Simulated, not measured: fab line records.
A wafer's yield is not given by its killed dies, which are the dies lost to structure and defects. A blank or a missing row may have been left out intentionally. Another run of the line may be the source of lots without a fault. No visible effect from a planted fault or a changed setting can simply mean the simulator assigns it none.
Which tool did it?    flow nand_harc    12 lots with 36 wafers sampled at 6 steps, on a route of 1159 steps

## WHAT THE GAUGES SHOWED, per wafer
NHARC_P_ZERO_WELL_CD_MEAS_37 targets a cd of 720 nm.
lot   measured     on         cd_nm (nm)
L139  day 1 16:08  cd_sem-03  717.0 716.8 716.8
L142  day 2 09:58  cd_sem-03  718.4 718.4 719.5
L143  day 2 15:58  cd_sem-02  718.7 717.6 720.6
L144  day 2 22:15  cd_sem-02  720.3 718.0 720.6
L145  day 3 04:06  cd_sem-01  721.2 720.8 717.8
L146  day 3 09:57  cd_sem-03  717.9 719.6 719.1
L147  day 3 16:00  cd_sem-01  714.9 718.9 717.0
L148  day 3 22:25  cd_sem-02  722.7 717.9 721.7
L151  day 4 16:17  cd_sem-02  719.2 718.6 722.2
L155  day 5 16:08  cd_sem-02  715.9 718.2 718.8
L158  day 6 10:05  cd_sem-02  717.1 720.6 718.5
L162  day 7 10:22  cd_sem-03  721.0 719.6 717.9

NHARC_P_GATE_CD_MEAS_59 targets a cd of 720 nm.
lot   measured      on         cd_nm (nm)
L139  day 5 03:19   cd_sem-02  718.3 716.4 719.1
L142  day 5 22:27   cd_sem-01  720.8 717.7 722.2
L143  day 6 04:46   cd_sem-03  717.9 719.8 714.8
L144  day 6 14:00   cd_sem-01  716.3 717.7 717.1
L145  day 6 21:46   cd_sem-03  721.5 720.7 719.7
L146  day 7 05:16   cd_sem-01  722.8 714.2 721.1
L147  day 7 04:40   cd_sem-01  714.8 715.7 715.8
L148  day 7 08:14   cd_sem-03  718.5 716.7 716.5
L151  day 8 11:19   cd_sem-03  - - -
L155  day 9 00:35   cd_sem-03  720.0 720.7 718.9
L158  day 9 23:04   cd_sem-02  718.1 718.0 718.2
L162  day 10 21:22  cd_sem-03  716.1 715.6 718.9

NHARC_END_SORT_01.
lot   measured      on         killed_at_array  killed_at_other  killed_at_periphery  killed_dies  killed_open  killed_short
L151  day 22 05:56  prober-01  40 27 34         0 0 0            637 650 643          677 677 677  7 4 5        3 0 0

## TOOL THAT RAN EACH LOT (tool first, then ch and the chambers of the sampled wafers, then the start)
lot   NHARC_P_STI_ETCH_31                            NHARC_P_GATE_EXPOSE_56             NHARC_P_GATE_DESCUM_93
L139  rie_diel-10 ch 1,3, day 5 03:10 or earlier     krf_scanner-02 ch 0, day 5 03:10   rie_diel-03 ch 1,2,3, day 5 05:34
L142  rie_diel-10 ch 0,2,3, day 5 22:18 or earlier   krf_scanner-03 ch 0, day 5 22:18   rie_diel-08 ch 2,3, day 6 00:20
L143  rie_diel-09 ch 0,1,3, day 6 04:37 or earlier   krf_scanner-02 ch 0, day 6 04:37   rie_diel-03 ch 0,1,2, day 6 06:39
L144  rie_diel-10 ch 1,2,3, day 6 13:50 or earlier   krf_scanner-04 ch 0, day 6 13:50   rie_diel-13 ch 0,1,3, day 6 15:52
L145  rie_diel-02 ch 0,1,2, day 6 21:36 or earlier   krf_scanner-02 ch 0, day 6 21:36   rie_diel-08 ch 0,2,3, day 6 23:32
L146  rie_diel-02 ch 0,1,3, day 7 05:07 or earlier   krf_scanner-02 ch 0, day 7 05:07   rie_diel-03 ch 2, day 7 07:10
L147  rie_diel-02 ch 2,3, day 7 04:31 or earlier     krf_scanner-03 ch 0, day 7 04:31   rie_diel-03 ch 1,2, day 7 06:37
L148  rie_diel-09 ch 1,2,3, day 7 08:05 or earlier   krf_scanner-04 ch 0, day 7 08:05   rie_diel-13 ch 2,3, day 7 10:01
L151  rie_diel-10 ch 1,2, day 8 11:10 or earlier     krf_scanner-03 ch 0, day 8 11:10   rie_diel-08 ch 1,2,3, day 8 13:15
L155  rie_diel-10 ch 0,1, day 9 00:25 or earlier     krf_scanner-04 ch 0, day 9 00:25   rie_diel-03 ch 0,1, day 9 02:27
L158  rie_diel-09 ch 0,1,3, day 9 22:55 or earlier   krf_scanner-03 ch 0, day 9 22:55   rie_diel-13 ch 0,2, day 10 01:17
L162  rie_diel-10 ch 1,2,3, day 10 21:13 or earlier  krf_scanner-02 ch 0, day 10 21:13  rie_diel-13 ch 0,1, day 10 23:16
- NHARC_P_STI_ETCH_31: etches the open film in CF4/CHF3, target depth 108.9 nm, time 54.5 s.
- NHARC_P_GATE_EXPOSE_56: exposes mask P PSD, target cd 720 nm.
- NHARC_P_GATE_DESCUM_93: chemistry O2, time 3 s.

## WHAT THE TOOLS THEMSELVES READ (means of the sampled wafers that have a number; where no wafer has one, the mark that the record gives instead)
NHARC_P_STI_ETCH_31.
lot   tool         bias_w (W)  drypump_motor_current_A (A)  mfc_ar_sccm (sccm)  oes_product_au (a.u.)  rf_vpp_V (V)  showerhead_plenum_p_Torr (Torr)  throttle_valve_pct (%)
L139  rie_diel-10  200.2       5.7                          0.010               0.979                  372.6         1.64                             16.790
L142  rie_diel-10  199.7       5.2                          0.018               0.971                  370.6         1.57                             16.800
L143  rie_diel-09  199.4       5.7                          0.022               0.958                  370.9         1.58                             16.814
L144  rie_diel-10  199.9       5.4                          0.010               0.976                  372.1         1.61                             16.809
L145  rie_diel-02  199.9       5.3                          0.000               0.966                  371.3         1.58                             16.802
L146  rie_diel-02  200.2       5.8                          0.000               0.913                  372.3         1.61                             16.802
L147  rie_diel-02  200.1       5.8                          0.000               0.934                  371.0         1.58                             16.810
L148  rie_diel-09  200.0       6.0                          0.026               0.973                  372.1         1.60                             16.796
L151  rie_diel-10  200.2       5.2                          0.000               0.963                  369.0         1.55                             16.796
L155  rie_diel-10  199.6       5.6                          0.008               0.953                  370.9         1.57                             16.802
L158  rie_diel-09  199.9       5.7                          0.022               0.972                  371.8         1.58                             16.817
L162  rie_diel-10  199.9       5.4                          0.010               0.981                  371.9         1.61                             16.800

NHARC_P_GATE_DESCUM_93.
lot   tool         drypump_motor_current_A (A)  mfc_ar_sccm (sccm)  oes_product_au (a.u.)  rf_vpp_V (V)  showerhead_plenum_p_Torr (Torr)  throttle_valve_pct (%)
L139  rie_diel-03  5.9                          0.011               1.003                  57.5          1.94                             11.309
L142  rie_diel-08  5.1                          0.000               0.986                  57.1          1.82                             11.309
L143  rie_diel-03  5.7                          0.006               1.001                  58.0          1.96                             11.316
L144  rie_diel-13  6.1                          0.004               0.994                  57.4          1.93                             11.309
L145  rie_diel-08  5.2                          0.000               1.002                  57.5          1.82                             11.313
L146  rie_diel-03  5.8                          0.018               1.019                  58.0          1.94                             11.308
L147  rie_diel-03  5.5                          0.006               1.008                  58.5          2.02                             11.314
L148  rie_diel-13  5.8                          0.003               0.990                  57.3          2.01                             11.312
L151  rie_diel-08  5.5                          0.002               1.001                  57.7          1.81                             11.307
L155  rie_diel-03  5.5                          0.000               1.005                  58.3          1.99                             11.303
L158  rie_diel-13  5.4                          0.000               0.998                  57.1          1.87                             11.308
L162  rie_diel-13  6.1                          0.002               1.007                  57.4          1.84                             11.305

## THE ANSWER, worked out from the rows above alone
Rule: the lots themselves supply what counts as usual. Put in order of their means at a reading, lots are off if they are a third of the lots or fewer, leave a main group of 4 or more, and stand apart from it by a gap of 3 or more times the standard deviation of the main group's means; of several such gaps the widest counts. A main group whose means are all the same, to the digits that the tables above print for the reading, isn't used. Also off: a lot with no number at a reading for which 4 or more lots have one. Any other lot the step has rows for is counted as sound. The gauges are gone through in route order, then the tools' own readings, and for those a lot's mean is taken as printed above. At the first step where some lot is off, the reading lying furthest off is the one used; lots without a number count as furthest.
Off: L151 (NHARC_P_GATE_CD_MEAS_59, cd_nm). Without a number there: L151. The main group: mean 718.2 nm, standard deviation 1.6.
A tool fits if, at a process step before that reading, it ran every lot that is off, and no sound lot after the first of them. Gauges at NHARC_P_GATE_CD_MEAS_59: tried the same way as those tools. NHARC_P_STI_ETCH_31: start missing for some lots; hours and lot order therefore follow NHARC_P_GATE_EXPOSE_56. Not one of the candidates tried fits.

## WHAT THE SIMULATOR HAD PUT IN
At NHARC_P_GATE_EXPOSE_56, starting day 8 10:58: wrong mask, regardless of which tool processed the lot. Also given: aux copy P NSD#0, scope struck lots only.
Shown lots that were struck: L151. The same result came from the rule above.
